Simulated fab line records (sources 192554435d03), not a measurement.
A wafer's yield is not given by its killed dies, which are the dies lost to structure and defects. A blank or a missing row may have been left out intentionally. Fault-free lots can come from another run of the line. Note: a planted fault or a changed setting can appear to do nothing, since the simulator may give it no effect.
A lot that was struck, set against a sound lot + flow n5Finfet + 40 out of 1938 route steps
Sound: the wafers L487.1, L487.5, L487.6. Wafers struck: L498.3, L498.5, L498.6. Last of all comes the cause.
At each step with rows: each side's tool, then ch and its chambers, then its first start. Under that, the readings that differ: sound wafers + struck wafers + difference of the means + sigmas: that difference in standard deviations of wafers without a fault.
alike: a reading whose means differ by less than 2 such deviations, as well as words and numbers matching on both sides. not compared: withheld readings; readings where some wafer has no value; bounds like >300 that might hide an equal value; numbers whose values overlap and for which the record gives no deviation.
A row with sigmas, a row that says differs or no value, or rows on one side alone: a step with any of these is where the two part. Numbers that have no deviation but don't overlap get no sigmas and don't part them. A reading that every wafer of one side lacks parts them only if that side has two wafers or more.

first, 12 steps without rows for these wafers: N5_HKMG_FIN_STRIP_93 (strips SOC in N2/H2, time 20 s); N5_HKMG_FIN_WET_ETCH_76 (etches Al2O3 in dNH4OH, stops on La2O3, target depth 2.25 nm, rinse time 30 s); N5_HKMG_FIN_STRIP_60 (strips in N2/H2, time 360 s); N5_HKMG_FIN_WET_ETCH_77 (etches La2O3 in dHCl, stops on HfO2, target depth 2 nm); N5_HKMG_FIN_WET_ETCH_78 (etches Al2O3 in dNH4OH, stops on La2O3, target depth 4.5 nm, rinse time 30 s); N5_HKMG_FIN_ALD_79 (deposits TiN, target thk 1.5 nm, pulse time 1 s, purge time 3 s); N5_HKMG_FIN_CVD_62 (deposits a-Si from Si2H6, target thk 3 nm, time 20.8 s); N5_HKMG_FIN_RTA_80 (time 2 s); N5_HKMG_FIN_PRECLEAN_64 (cleans in dHF, time 30 s); N5_HKMG_FIN_WET_ETCH_65 (etches a-Si in TMAH, stops on TiN, time 49 s, target depth 3 nm); N5_HKMG_FIN_WET_ETCH_81 (etches TiN in SC1, stops on HfO2, time 57 s, target depth 6 nm); N5_HKMG_FIN_WET_ETCH_82 (etches La2O3 in dHCl, stops on HfO2, target depth 2 nm, rinse time 30 s).
N5_HKMG_FIN_ALD_36: deposits TiN, target thk 1 nm, pulse time 1 s, purge time 3 s.
  sound on aldMetal-02 ch 2,3, day 5 13:57; struck on aldMetal-01 ch 2,3, day 8 06:43
  no value came back on the struck wafers for aldCycles, chamberPressureTorr (Torr), heaterPowerW (W), precursorPulseHeightRel; on the sound wafers aldCycles reads 47 47 47
then, 25 steps without rows for these wafers: N5_HKMG_FIN_PWFM_ALD_03 (deposits TiN, target thk 2 nm, pulse time 1 s, purge time 3 s); N5_HKMG_FIN_COAT_29 (time 60 s, resist thk 300 nm); N5_HKMG_FIN_COAT_30 (time 60 s, resist thk 35 nm); N5_HKMG_FIN_COAT_06 (resist thk 90 nm); N5_HKMG_FIN_EBR_08; N5_HKMG_FIN_SOFTBAKE_07 (time 60 s); N5_HKMG_FIN_EXPOSE_09 (exposes mask NWFM); N5_HKMG_FIN_PEB_10 (peb time 60 s); N5_HKMG_FIN_DEVELOP_11 (develop time 30 s); N5_HKMG_FIN_DESCUM_17 (chemistry O2, time 7.9 s); N5_HKMG_FIN_ETCH_31 (etches SiARC in CF4, target depth 45.5 nm, time 75.8 s); N5_HKMG_FIN_ETCH_32 (etches SOC in N2/H2, target depth 240 nm, time 300 s); N5_HKMG_FIN_STRIP_33 (strips in N2/H2); N5_HKMG_FIN_STRIP_34 (strips in CF4); N5_HKMG_FIN_ETCH_35 (etches SOC in N2/H2, target depth 215.8 nm, time 243.4 s); N5_HKMG_FIN_STRIP_92 (strips SOC in N2/H2, time 20 s); N5_HKMG_FIN_WET_ETCH_18 (etches TiN in SC1, time 55 s, target depth 5.2 nm, rinse time 30 s); N5_HKMG_FIN_STRIP_19 (strips in N2/H2, time 360 s); N5_HKMG_FIN_ALD_91 (deposits TiN, target thk 1 nm, pulse time 1 s, purge time 3 s); N5_HKMG_FIN_COAT_85 (time 60 s, resist thk 300 nm); N5_HKMG_FIN_ETCH_86 (etches SOC in N2/H2, stops on TiN, target depth 393.2 nm); N5_HKMG_FIN_STRIP_89 (strips SOC in N2/H2, time 20 s); N5_HKMG_FIN_WET_ETCH_87 (etches TiN in SC1, time 154.2 s, target depth 4.7 nm, rinse time 30 s); N5_HKMG_FIN_STRIP_88 (strips in N2/H2, time 360 s); N5_HKMG_FIN_NWFM_ALD_20 (deposits TiAlC, target thk 2 nm, pulse time 3 s, purge time 2 s).
-- record jumps: 4 days separate the struck wafers' starts on either side; left off in module HKMG_FIN, taken up again in module BEOL_M4, whose first shown step is the route's number 1111 --
N5_BEOL_M4_RC_MEAS_101:
  sound on prober-02 ch 0, day 9 06:46; struck on prober-02 ch 0, day 12 12:52
| reading             | sound                 | struck                  | difference | sigmas |
|---------------------|-----------------------|-------------------------|------------|--------|
| IOFF_P (nA/um)      | 0.21 0.20 0.19        | 0.06 0.04 0.04          | -0.15      | -5     |
| IOFF_P_85C (nA/um)  | 3.6 3.4 3.3           | 1.3 0.8 0.9             | -2.4       | -6     |
| IOFF_P_LIN (nA/um)  | 0.095 0.091 0.088     | 0.028 0.018 0.020       | -0.069     | -6     |
| IOFF_P_LONG (nA/um) | 9.1e-05 9e-05 9.9e-05 | 4.8e-05 5.4e-05 4.9e-05 | -4.3e-05   | -4     |
| ION_P (uA/um)       | 456 451 456           | 402 394 388             | -60        | -8     |
| VT_N (mV)           | 250.8 252.9 252.4     | 239.7 249.2 246.7       | -6.8       | -2     |
| VT_P (mV)           | -250 -254 -253        | -291 -298 -296          | -43        | -14    |
| VT_P_LONG (mV)      | -280 -278 -280        | -320 -315 -318          | -38        | -12    |
| VT_P_LVT (mV)       | -101.0 -101.8 -102.9  | -139.2 -146.2 -143.8    | -41.2      | -15    |
  alike: DIBL_N, DIBL_P, IOFF_N, ION_N, SS_N, SS_P
-- the record jumps here: 4 days lie between the struck wafers' starts before and after (it left off in module BEOL_M4 and takes up again in module PASSIVATION, whose first step shown is number 1936 of the route) --
N5_PASSIVATION_PROBE_49:
  sound on prober-02, day 13 15:26; struck on prober-01, day 16 16:17
| reading                | sound          | struck            | difference | sigmas      |
|------------------------|----------------|-------------------|------------|-------------|
| sort_bin_4_leakage (%) | 0 0 0          | 0.08 0 0          | +0.03      | +3          |
| sort_bin_8_speed (%)   | 0 0 0          | 88.90 90.59 90.25 | +89.91     | +99 or more |
| sortNPass              | 1072 1065 1096 | 0 0 0             | -1078      | -72         |
| sortYieldPct (%)       | 90.8 90.3 92.9 | 0 0 0             | -91        | -70         |
  alike: defectLimitedYield, killed_at_M0_to_M3, killed_at_M4_up, killedAtContacts, killedAtFrontEnd, killedAtOther, killedDies, killedOpen, killedShort, sort_bin_5_function, sort_bin_6_memory

WHERE THEY PART
First at N5_HKMG_FIN_ALD_36; last, within this record, at N5_PASSIVATION_PROBE_49.

WHY: the cause the simulator had injected
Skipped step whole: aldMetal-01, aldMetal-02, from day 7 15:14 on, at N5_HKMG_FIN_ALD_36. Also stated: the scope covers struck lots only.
